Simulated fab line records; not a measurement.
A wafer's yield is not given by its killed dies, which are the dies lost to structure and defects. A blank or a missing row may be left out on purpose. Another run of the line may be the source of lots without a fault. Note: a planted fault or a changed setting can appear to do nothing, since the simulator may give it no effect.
Struck lot and sound lot, side by side / flow n5_finfet / 22 steps out of a route of 1938
Sound: these wafers, L897.1, L897.3, L897.6. Wafers L908.1, L908.5, L908.6 were the ones struck. The cause is given at the end.
Order at every step that has rows: each side's tool, ch and its chambers, its first start. Under that, the readings that differ: sound wafers / struck wafers / difference of the means / sigmas: that difference in standard deviations of wafers without a fault.
alike: readings with means less than 2 such deviations apart, plus words and numbers identical on both sides. not compared: withheld readings, readings lacking a value on some wafer, bounds such as >300 that could conceal the same value, and numbers that have no deviation in the record and whose values overlap.
Wherever a step has rows on one side only, a row that says differs or no value, or a row with sigmas, the two part there. Numbers that have no deviation but don't overlap get no sigmas and don't part them. Lack of a reading on every wafer of one side parts them only where that side has two or more wafers.

N5_WELL_APT_CD_MEAS_08 targets a cd of 200 nm.
  sound on cd_sem-03 ch 0, day 3 07:41; struck on cd_sem-03 ch 0, day 6 01:41
  alike: cd_nm
N5_WELL_APT_OVL_MEAS_09:
  sound on overlay-02 ch 0, day 3 07:43; struck on overlay-01 ch 0, day 6 01:43
  alike: NWELL_OVL
N5_WELL_APT_INSPECT_10: inspects for defects (macro).
  sound: defect_inspect-01 at day 3 07:44; struck: defect_inspect-01 at day 6 01:44
  alike: raw_defect_count
N5_WELL_APT_DESCUM_13: chemistry O2, time 7.9 s.
  sound on rie_diel-05 ch 0,3, day 3 07:46; struck on rie_diel-02 ch 2,3, day 6 01:47
  alike: drypump_motor_current_A, oes_product_au, rf_vpp_V, showerhead_plenum_p_Torr, throttle_valve_pct
  not compared: rf_hours_counter_h
then, 8 steps without rows for these wafers: N5_WELL_APT_IMPLANT_14; N5_WELL_APT_IMPLANT_15; N5_WELL_APT_STRIP_16 (strips in SPM, time 900 s); N5_WELL_APT_HMDS_18 (time 60 s); N5_WELL_APT_COAT_19 (resist thk 950 nm); N5_WELL_APT_EBR_21; N5_WELL_APT_SOFTBAKE_20 (time 60 s); N5_WELL_APT_EXPOSE_22 (exposes mask PWELL, defocus 0 nm, target cd 200 nm).
N5_WELL_APT_PEB_23: peb time 90 s.
  sound on litho_track-02 ch 0, day 3 09:07; struck on litho_track-03 ch 0, day 6 02:49
reading=plate_temp_C (C); sound=130.15 130.17 129.98; struck=128.88 128.98 129.13; difference=-1.10; sigmas=-7
then, 2 steps without rows for these wafers: N5_WELL_APT_DEVELOP_24 (develop time 45 s); N5_WELL_APT_HARDBAKE_29 (time 120 s).
N5_WELL_APT_CD_MEAS_25 targets a cd of 200 nm.
  sound on cd_sem-03 ch 0, day 3 09:14; struck on cd_sem-03 ch 0, day 6 02:56
reading=cd_nm (nm); sound=201.6 200.1 200.3; struck=190.1 190.5 194.9; difference=-8.8; sigmas=-4
N5_WELL_APT_OVL_MEAS_26:
  sound on overlay-02 ch 0, day 3 09:16; struck on overlay-01 ch 0, day 6 02:58
reading=PWELL_OVL (nm); sound=7 8 10; struck=-4 -7 0; difference=-12; sigmas=-2
N5_WELL_APT_INSPECT_27: inspects for defects (macro).
  sound: defect_inspect-01 at day 3 09:17; struck: defect_inspect-01 at day 6 02:59
  alike: raw_defect_count
N5_WELL_APT_DESCUM_30: chemistry O2, time 7.9 s.
  sound on rie_diel-02 ch 1,3, day 3 09:19; struck on rie_diel-05 ch 0,1,2, day 6 03:01
reading=model.WELL_APT.cd_nm (nm); sound=201.6 199.8 200; struck=190 190.7 195.2; difference=-8; sigmas=
  alike: drypump_motor_current_A, oes_product_au, rf_vpp_V, showerhead_plenum_p_Torr, throttle_valve_pct
  not compared: rf_hours_counter_h
after that, 1 step had no rows for these wafers: N5_WELL_APT_IMPLANT_31.
-- a jump in the record: the struck wafers' starts before and after are 7 days apart (it breaks off in module WELL_APT and resumes in module BEOL_M4, where the first step shown is number 1111 of the route) --
N5_BEOL_M4_RC_MEAS_101:
  sound on prober-01 ch 0, day 9 17:04; struck on prober-01 ch 0, day 12 16:29
  alike: DIBL_N, DIBL_P, IOFF_N, IOFF_P, ION_N, ION_P, SS_N, SS_P, VT_N, VT_P
-- here the record skips 4 days between the struck wafers' starts before and after, leaving off in module BEOL_M4 and picking up in module PASSIVATION (first step shown: number 1936 of the route) --
N5_PASSIVATION_PROBE_49:
  sound: prober-01 at day 14 08:21; struck: prober-01 at day 16 20:52
  alike: defect_limited_yield, killed_at_M0_to_M3, killed_at_M4_up, killed_at_contacts, killed_at_front_end, killed_at_other, killed_dies, killed_open, killed_short, sort_bin_4_leakage, sort_bin_5_function, sort_bin_6_memory, sort_n_pass, sort_yield_pct

== WHERE THEY PART ==
Earliest at N5_WELL_APT_PEB_23; latest, in this record, at N5_WELL_APT_OVL_MEAS_26. Later steps at which nothing parts them and some readings are alike: N5_WELL_APT_INSPECT_27, N5_WELL_APT_DESCUM_30, N5_BEOL_M4_RC_MEAS_101, N5_PASSIVATION_PROBE_49.

WHY: what the simulator had put in
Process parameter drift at N5_WELL_APT_PEB_23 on litho_track-03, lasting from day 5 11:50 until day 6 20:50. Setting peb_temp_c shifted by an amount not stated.
